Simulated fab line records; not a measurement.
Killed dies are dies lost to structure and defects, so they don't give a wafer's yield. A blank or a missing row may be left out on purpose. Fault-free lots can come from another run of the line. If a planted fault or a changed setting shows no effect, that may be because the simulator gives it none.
Matching of chambers || flow n5Finfet || 3 sister chambers for N5_BEOL_M5_PRE_CLEAN_77 on cvdCo-02
The step time 15 s. 3 wafers are shown with their chamber, then 12 later ones without.

== WAFERS WITH THEIR CHAMBER ==
{"wafer": "L086.5", "chamber": 2, "heaterPowerW (W)": 90}
{"wafer": "L090.2", "chamber": 0, "heaterPowerW (W)": 94}
{"wafer": "L090.4", "chamber": 1, "heaterPowerW (W)": 73}

== WAFERS WITH NO CHAMBER GIVEN ==
{"wafer": "L092.2", "heaterPowerW (W)": 73}
{"wafer": "L092.5", "heaterPowerW (W)": 69}
{"wafer": "L092.6", "heaterPowerW (W)": 95}
{"wafer": "L091.1", "heaterPowerW (W)": 90}
{"wafer": "L091.3", "heaterPowerW (W)": 71}
{"wafer": "L091.6", "heaterPowerW (W)": 74}
{"wafer": "L097.1", "heaterPowerW (W)": 93}
{"wafer": "L097.3", "heaterPowerW (W)": 91}
{"wafer": "L097.6", "heaterPowerW (W)": 96}
{"wafer": "L096.4", "heaterPowerW (W)": 88}
{"wafer": "L096.5", "heaterPowerW (W)": 91}
{"wafer": "L096.6", "heaterPowerW (W)": 94}

== WHICH CHAMBER EACH ONE RAN IN ==
{"wafer": "L092.2", "from the rows above": 1, "in truth": 1}
{"wafer": "L092.5", "from the rows above": 1, "in truth": 1}
{"wafer": "L092.6", "from the rows above": 0, "in truth": 0}
{"wafer": "L091.1", "from the rows above": 2, "in truth": 2}
{"wafer": "L091.3", "from the rows above": 1, "in truth": 1}
{"wafer": "L091.6", "from the rows above": 1, "in truth": 1}
{"wafer": "L097.1", "from the rows above": "can't be placed: 0 or 2", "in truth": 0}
{"wafer": "L097.3", "from the rows above": "can't be placed: 2 or 0", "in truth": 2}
{"wafer": "L097.6", "from the rows above": 0, "in truth": 0}
{"wafer": "L096.4", "from the rows above": 2, "in truth": 2}
{"wafer": "L096.5", "from the rows above": "can't be placed: 2 or 0", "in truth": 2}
{"wafer": "L096.6", "from the rows above": 0, "in truth": 0}
Placed correctly: 9 of 12. Cannot be placed on the basis of these rows: 3; the candidates contain the true chamber in 3. Wrongly placed: 0.
How it was worked out, from the rows above alone: a wafer's distance from a chamber is the root of the sum, over the readings, of the square of ((its reading less the chamber's mean) divided by the reading's scatter). If the next closest chamber is less than 2 further off than the closest, the wafer can't be placed; otherwise it belongs to the closest. Each chamber's mean is taken over the wafers shown for it. The scatter: with one shown wafer a chamber, the root of the mean of the squares of how far each hidden wafer lies from its nearest shown one.
